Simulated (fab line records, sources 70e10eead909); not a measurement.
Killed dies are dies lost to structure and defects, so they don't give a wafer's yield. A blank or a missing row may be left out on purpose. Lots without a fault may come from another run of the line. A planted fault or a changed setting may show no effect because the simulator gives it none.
fab line records | flow nand_harc
record lots=13 wafers=39 last_day=33
route steps=1302 shown P_START@1 P_ZERO_WELL@26 P_STI@83 END@1302
lots that met no fault: from a run of the same line without faults
start_h: hours from the record's first day to the start of the lot's first wafer shown | wait_h: hours since the lot's step before | " the same as in the row above | L1.1+2: a row that stands for several wafers | - no value, or no start given | * or withheld: withheld | < > ~ a bound
route shown NAME@n: a module of which the file shows steps, and the number in the route of the first | usual: mean/standard deviation of fault-free wafers | same: alike in all rows | chamber/n: place in a boat | sites: the reading at each site | _std_site: their standard deviation | _edge_site: outer sites' mean less inner sites' | radius_mm: how far each site lies from the wafer's centre | mask NAME#n: copy n | behind: the tool/chamber that last shaped the wafer | hold: why the lot was held/for how many hours/how that ended | device: the transistor (n, p or np) that didn't switch | end of line: the same wafers' tests at the end of the route | a step without rows: its recipe alone | killed: dies lost to structure and defects at the first sort, not the wafer's yield | map: a wafer's dies, x killed, . not, _ none there
set.NAME: the setting as run; set.NAME@STEP: as run at that earlier step | model.NAME: the simulator's own value behind a step, which no gauge read
steps of the route over a sample of lots; a table a step, a row a wafer
services: from which hour (start_h, from the record's first day; less than 0 if before it) a tool's chamber was out of use, for how many hours, and why
## steps
# step NHARC_P_START_INSPECT_01
# usual raw_defect_count=3.3/1.8
# columns lot.wafer tool chamber start_h wait_h raw_defect_count
L208.1 defect_inspect-01 - 20.04 - 4
L208.5 " - " " 6
L208.6 " - " " 3
L209.2 defect_inspect-01 - 30.04 - 4
L209.4 " - " " 4
L209.5 " - " " 1
L211.3 defect_inspect-02 - 50.04 - 5
L211.4 " - " " 1
L211.5 " - " " 1
L212.1 defect_inspect-01 - 60.04 - 4
L212.3 " - " " 4
L212.4 " - " " 6
L213.1 defect_inspect-01 - 70.04 - 2
L213.2 " - " " 2
L213.3 " - " " 2
L214.2 defect_inspect-01 - 80.05 - 4
L214.3 " - " " 3
L214.5 " - " " 3
L216.2 defect_inspect-01 - 100.04 - 1
L216.4 " - " " 1
L216.5 " - " " 3
L217.2 defect_inspect-01 - 110.04 - 3
L217.3 " - " " 5
L217.6 " - " " 0
L220.2 defect_inspect-01 - 140.04 - 5
L220.5 " - " " 4
L220.6 " - " " 4
L226.1 defect_inspect-02 - 200.04 - 4
L226.2 " - " " 3
L226.5 " - " " 5
L228.1 defect_inspect-02 - 220.04 - 1
L228.2 " - " " 0
L228.5 " - " " 3
L229.2 defect_inspect-02 - 230.04 - 2
L229.4 " - " " 5
L229.5 " - " " 5
L231.2 defect_inspect-01 - 250.05 - 6
L231.3 " - " " 4
L231.6 " - " " 3
# step NHARC_P_ZERO_WELL_EXPOSE_21
# recipe na=0.6 target_cd_nm=720 dose_mj=22.31 mask_id=P_NWELL
# columns lot.wafer tool chamber start_h wait_h mask
L208.1+5+6 krf_scanner-04 0 22.42 - P_NWELL#0
L209.2+4+5 krf_scanner-01 0 33.49 - P_NWELL#0
L211.3+4+5 krf_scanner-04 0 52.24 - P_NWELL#0
L212.1+3+4 krf_scanner-02 0 62.56 - P_NWELL#0
L213.1+2+3 krf_scanner-04 0 72.43 - P_NWELL#0
L214.2+3+5 krf_scanner-02 0 82.31 - P_NWELL#0
L216.2+4+5 krf_scanner-04 0 102.60 - P_NWELL_R1#0
L217.2+3+6 krf_scanner-04 0 112.32 - P_NWELL#0
L220.2+5+6 krf_scanner-04 0 142.78 - P_NWELL#0
L226.1+2+5 krf_scanner-01 0 202.45 - P_NWELL#0
L228.1+2+5 krf_scanner-02 0 222.32 - P_NWELL#0
L229.2+4+5 krf_scanner-04 0 232.47 - P_NWELL#0
L231.2+3+6 krf_scanner-04 0 252.43 - P_NWELL#0
# step NHARC_P_ZERO_WELL_CD_MEAS_24
# recipe target_cd_nm=720 landing_energy_ev=500
# usual cd_nm=720.3/1.7
# columns lot.wafer tool chamber start_h wait_h cd_nm
L208.1 cd_sem-02 0 22.57 - 721.4
L208.5 " 0 " " 720.5
L208.6 " 0 " " 720.0
L209.2 cd_sem-03 0 33.64 - 723.3
L209.4 " 0 " " 720.5
L209.5 " 0 " " 721.5
L211.3 cd_sem-03 0 52.39 - 723.2
L211.4 " 0 " " 721.6
L211.5 " 0 " " 721.4
L212.1 cd_sem-03 0 62.72 - 719.1
L212.3 " 0 " " 717.8
L212.4 " 0 " " 718.6
L213.1 cd_sem-01 0 72.59 - 723.5
L213.2 " 0 " " 724.3
L213.3 " 0 " " 723.1
L214.2 cd_sem-02 0 82.48 - 716.9
L214.3 " 0 " " 719.6
L214.5 " 0 " " 719.5
L216.2 cd_sem-02 0 102.76 - 667.8
L216.4 " 0 " " 669.1
L216.5 " 0 " " 669.9
L217.2 cd_sem-02 0 112.47 - 720.3
L217.3 " 0 " " 721.3
L217.6 " 0 " " 722.6
L220.2 cd_sem-03 0 142.93 - 719.3
L220.5 " 0 " " 720.0
L220.6 " 0 " " 719.9
L226.1 cd_sem-01 0 202.61 - 719.7
L226.2 " 0 " " 718.3
L226.5 " 0 " " 718.9
L228.1 cd_sem-02 0 222.47 - 720.4
L228.2 " 0 " " 718.6
L228.5 " 0 " " 720.6
L229.2 cd_sem-03 0 232.62 - 719.6
L229.4 " 0 " " 721.0
L229.5 " 0 " " 718.5
L231.2 cd_sem-03 0 252.58 - 720.9
L231.3 " 0 " " 716.7
L231.6 " 0 " " 721.8
# step NHARC_P_STI_CD_MEAS_09
# recipe target_cd_nm=200 landing_energy_ev=500
# usual cd_nm=200.2/2.3
# columns lot.wafer tool chamber start_h wait_h cd_nm
L208.1 cd_sem-03 0 46.17 - 199.3
L208.5 " 0 " " 199.6
L208.6 " 0 " " 197.4
L209.2 cd_sem-02 0 60.90 - 204.0
L209.4 " 0 " " 200.4
L209.5 " 0 " " 203.2
L211.3 cd_sem-02 0 71.74 - 200.1
L211.4 " 0 " " 199.6
L211.5 " 0 " " 195.9
L212.1 cd_sem-02 0 82.16 - 207.5
L212.3 " 0 " " 204.4
L212.4 " 0 " " 205.4
L213.1 cd_sem-01 0 92.65 - 200.7
L213.2 " 0 " " 202.5
L213.3 " 0 " " 197.9
L214.2 cd_sem-02 0 102.05 - 202.5
L214.3 " 0 " " 202.7
L214.5 " 0 " " 201.7
L216.2 cd_sem-03 0 123.84 - 199.7
L216.4 " 0 " " 200.4
L216.5 " 0 " " 198.5
L217.2 cd_sem-02 0 135.70 - 201.8
L217.3 " 0 " " 197.0
L217.6 " 0 " " 196.8
L220.2 cd_sem-03 0 163.08 - 198.8
L220.5 " 0 " " 200.4
L220.6 " 0 " " 200.2
L226.1 cd_sem-02 0 226.85 - 202.9
L226.2 " 0 " " 199.4
L226.5 " 0 " " 199.9
L228.1 cd_sem-02 0 242.99 - 197.5
L228.2 " 0 " " 196.9
L228.5 " 0 " " 199.1
L229.2 cd_sem-01 0 252.20 - 197.8
L229.4 " 0 " " 199.8
L229.5 " 0 " " 197.2
L231.2 cd_sem-03 0 273.36 - 197.9
L231.3 " 0 " " 201.4
L231.6 " 0 " " 200.5
# step NHARC_P_STI_CD_MEAS_16
# usual cd_nm=199.4/2.6
# columns lot.wafer tool chamber start_h wait_h cd_nm
L208.1 cd_sem-03 - 46.87 - 198.0
L208.5 " - " " 198.8
L208.6 " - " " 198.1
L209.2 cd_sem-01 - 61.59 - 204.7
L209.4 " - " " 198.9
L209.5 " - " " 202.6
L211.3 cd_sem-03 - 72.44 - 199.3
L211.4 " - " " 199.5
L211.5 " - " " 195.5
L212.1 cd_sem-01 - 82.86 - 208.6
L212.3 " - " " 204.7
L212.4 " - " " 204.2
L213.1 cd_sem-02 - 93.34 - 200.3
L213.2 " - " " 200.9
L213.3 " - " " 197.3
L214.2 cd_sem-03 - 102.74 - 201.9
L214.3 " - " " 199.7
L214.5 " - " " 199.3
L216.2 cd_sem-02 - 124.54 - 197.8
L216.4 " - " " 198.9
L216.5 " - " " 196.2
L217.2 cd_sem-01 - 136.39 - 201.6
L217.3 " - " " 197.1
L217.6 " - " " 195.5
L220.2 cd_sem-01 - 163.78 - 198.1
L220.5 " - " " 200.2
L220.6 " - " " 199.4
L226.1 cd_sem-01 - 227.55 - 200.2
L226.2 " - " " 198.6
L226.5 " - " " 197.3
L228.1 cd_sem-01 - 243.68 - 198.3
L228.2 " - " " 196.3
L228.5 " - " " 197.1
L229.2 cd_sem-03 - 252.90 - 198.3
L229.4 " - " " 199.3
L229.5 " - " " 197.4
L231.2 cd_sem-03 - 274.10 - 197.8
L231.3 " - " " 200.0
L231.6 " - " " 201.0
# step NHARC_END_SORT_01
# recipe temp_c=25
# usual killed_at_array=55/19 killed_at_other=0.8/1.1 killed_at_periphery=4.0/2.6 killed_dies=60/20 killed_open=3.4/1.7 killed_short=2.6/1.5
# same gross_dies=677
# columns lot.wafer tool chamber start_h wait_h killed_at_array killed_at_other killed_at_periphery killed_dies killed_open killed_short
L216.2 prober-01 0 653.68 2.8 32 1 5 38 3 1
# killed by level:class
L216.2 A_CHANNEL_HOLE_D2:chamber_film_flake=14 A_CHANNEL_HOLE_D1:chamber_film_flake=8 A_CONTACT:chamber_film_flake=4 A_M1:geometric_particle:open=2 A_STAIRCASE:chamber_film_flake=2 P_CONTACT:geometric_particle:open=1 P_M2:geometric_particle:short=1 P_ZERO_WELL:chamber_film_flake=1
## services
# columns tool chamber start_h hours kind
krf_scanner-04 - 10.01 4.0 pm
krf_scanner-04 - 16.04 1.3 repair
krf_scanner-01 0 38.42 - calibration
krf_scanner-02 - 49.08 0.5 repair
krf_scanner-02 - 94.00 4.0 pm
krf_scanner-04 0 95.87 - calibration
krf_scanner-01 - 108.27 0.3 repair
krf_scanner-02 0 124.04 - calibration
krf_scanner-04 - 127.74 4.3 repair
krf_scanner-01 - 140.00 4.0 pm
krf_scanner-04 - 156.35 - calibration
krf_scanner-04 - 182.01 4.0 pm
krf_scanner-01 0 198.45 - calibration
krf_scanner-04 - 209.49 0.4 repair
krf_scanner-04 - 221.43 3.9 repair
krf_scanner-01 - 234.29 0.5 repair
## key
first_sign step=NHARC_P_ZERO_WELL_EXPOSE_21 reading=mask direction=changed
effect step=NHARC_P_ZERO_WELL_CD_MEAS_24 reading=cd_nm direction=down sigmas=31 usual=720.3 struck=668.9
met_at NHARC_P_ZERO_WELL_EXPOSE_21
struck_lots L216
tester_left_out L216
not_acting_at NHARC_P_START_INSPECT_01,NHARC_P_STI_CD_MEAS_09,NHARC_P_STI_CD_MEAS_16
onset_between 72.43 102.60
fault kind=wrong_mask tool=any chamber=- onset_h=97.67 steps=NHARC_P_ZERO_WELL_EXPOSE_21 aux_copy=P_NWELL_R1#0 cd_offset_nm=-53.002 scope=struck_lots_only
# tester_left_out: of these lots the tester's yield and bins aren't shown, on N5 and GAA mostly nor the transistor test; their killed dies are dies lost to structure and defects alone, not to doping, threshold or leakage, so they don't give the yield
